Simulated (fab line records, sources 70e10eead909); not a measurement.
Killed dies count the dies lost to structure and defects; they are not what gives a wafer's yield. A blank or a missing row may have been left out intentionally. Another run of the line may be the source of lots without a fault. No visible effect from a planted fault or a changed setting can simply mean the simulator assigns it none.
A struck lot beside a sound one | flow nandHarc | 14 steps out of a route of 1302
Sound: wafers L174.1, L174.4, L174.6. Struck: wafer L188.4 (left out: L188.2, a lot-mate that was not struck); the cause follows at the end.
For every step that has rows: the tool of each side, followed by ch and its chambers, followed by its first start. Under that, the readings that differ: sound wafers | struck wafers | difference of the means | sigmas: that difference in standard deviations of wafers without a fault.
alike: words and numbers the same on both sides, and readings whose means are apart by under 2 such deviations; not compared: readings that were withheld, readings missing a value for some wafer, numbers with overlapping values and no deviation given by the record, and bounds like >300 which may hide the same value.
A row with sigmas, a row that says differs or no value, or rows on one side alone: a step with any of these is where the two part. Numbers that don't overlap but have no deviation are shown without sigmas and don't part them. A reading that every wafer of one side lacks parts them only if that side has two wafers or more.

first, 6 steps without rows for these wafers: NHARC_A_CHANNEL_HOLE_D1_COAT_04 (resist thk 90 nm); NHARC_A_CHANNEL_HOLE_D1_SOFTBAKE_05 (time 55 s); NHARC_A_CHANNEL_HOLE_D1_EBR_06; NHARC_A_CHANNEL_HOLE_D1_EXPOSE_07 (exposes mask HOLE D1, target cd 100 nm); NHARC_A_CHANNEL_HOLE_D1_PEB_08 (peb time 65 s); NHARC_A_CHANNEL_HOLE_D1_DEVELOP_09 (develop time 35 s).
NHARC_A_CHANNEL_HOLE_D1_CD_MEAS_10 targets a cd of 100 nm.
  sound on cdSem-03 ch 0, day 8 05:31; struck on cdSem-03 ch 0, day 14 09:09
reading   | sound             | struck | difference | sigmas
cdNm (nm) | 101.0 100.9 100.8 | 99.5   | -1.4       | -2
NHARC_A_CHANNEL_HOLE_D1_OVL_MEAS_11:
  sound: overlay-01 at day 8 05:36; struck: overlay-01 at day 14 09:14
  alike: overlayXNm, overlayYNm
NHARC_A_CHANNEL_HOLE_D1_INSPECT_12:
  sound: defectInspect-02 at day 8 05:38; struck: defectInspect-02 at day 14 09:16
  alike: rawDefectCount
NHARC_A_CHANNEL_HOLE_D1_DESCUM_15: chemistry O2, time 3 s.
  sound on rieDiel-06 ch 0,1,3, day 8 05:53; struck on rieDiel-13 ch 3, day 14 09:20
  alike: drypumpMotorCurrentA, oesProductAu, rfVppV, showerheadPlenumPTorr, throttleValvePct
  not compared: rfHoursCounterH
NHARC_A_CHANNEL_HOLE_D1_ETCH_38: etches the open film in CF4, target depth 39 nm, time 65 s.
  sound on rieDiel-06 ch 0,2,3, day 8 05:58; struck on rieDiel-13 ch 3, day 14 09:26
reading              | sound                | struck | difference | sigmas
rfVppV (V)           | 151.3 150.6 151.0    | 153.2  | +2.2       | +2
throttleValvePct (%) | 13.282 13.288 13.272 | 13.299 | +0.018     | +2
  alike: drypumpMotorCurrentA, oesProductAu, showerheadPlenumPTorr
  not compared: rfHoursCounterH
NHARC_A_CHANNEL_HOLE_D1_ETCH_39: etches the open film in N2/H2, target depth 260 nm, time 325 s.
  sound: rieDiel-06 ch 1,2,3; struck: rieDiel-13 ch 2
  alike: drypumpMotorCurrentA, oesProductAu, rfVppV, showerheadPlenumPTorr, throttleValvePct
  not compared: rfHoursCounterH
NHARC_A_CHANNEL_HOLE_D1_ETCH_34: etches the open film in CF4/CHF3, target depth 154 nm, time 77 s.
  sound on rieDiel-06 ch 1,3, day 8 08:18; struck on rieDiel-13 ch 0, day 14 09:46
reading             | sound             | struck | difference | sigmas
oesProductAu (a.u.) | 0.942 0.956 0.957 | 0.821  | -0.131     | -5
  alike: drypumpMotorCurrentA, rfVppV, showerheadPlenumPTorr, throttleValvePct
  not compared: rfHoursCounterH
NHARC_A_CHANNEL_HOLE_D1_ETCH_16: etches the open film in O2/COS, target depth 3100 nm, time 806 s.
  sound: rieDiel-06 ch 0,1,2; struck: rieDiel-13 ch 1
  alike: drypumpMotorCurrentA, oesProductAu, rfVppV, showerheadPlenumPTorr, throttleValvePct
  not compared: rfHoursCounterH

WHERE THEY PART
Last at NHARC_A_CHANNEL_HOLE_D1_ETCH_34 as far as this record goes, first at NHARC_A_CHANNEL_HOLE_D1_CD_MEAS_10. Later steps at which nothing parts them and some readings are alike: NHARC_A_CHANNEL_HOLE_D1_ETCH_16.

WHY: what had been put in by the simulator
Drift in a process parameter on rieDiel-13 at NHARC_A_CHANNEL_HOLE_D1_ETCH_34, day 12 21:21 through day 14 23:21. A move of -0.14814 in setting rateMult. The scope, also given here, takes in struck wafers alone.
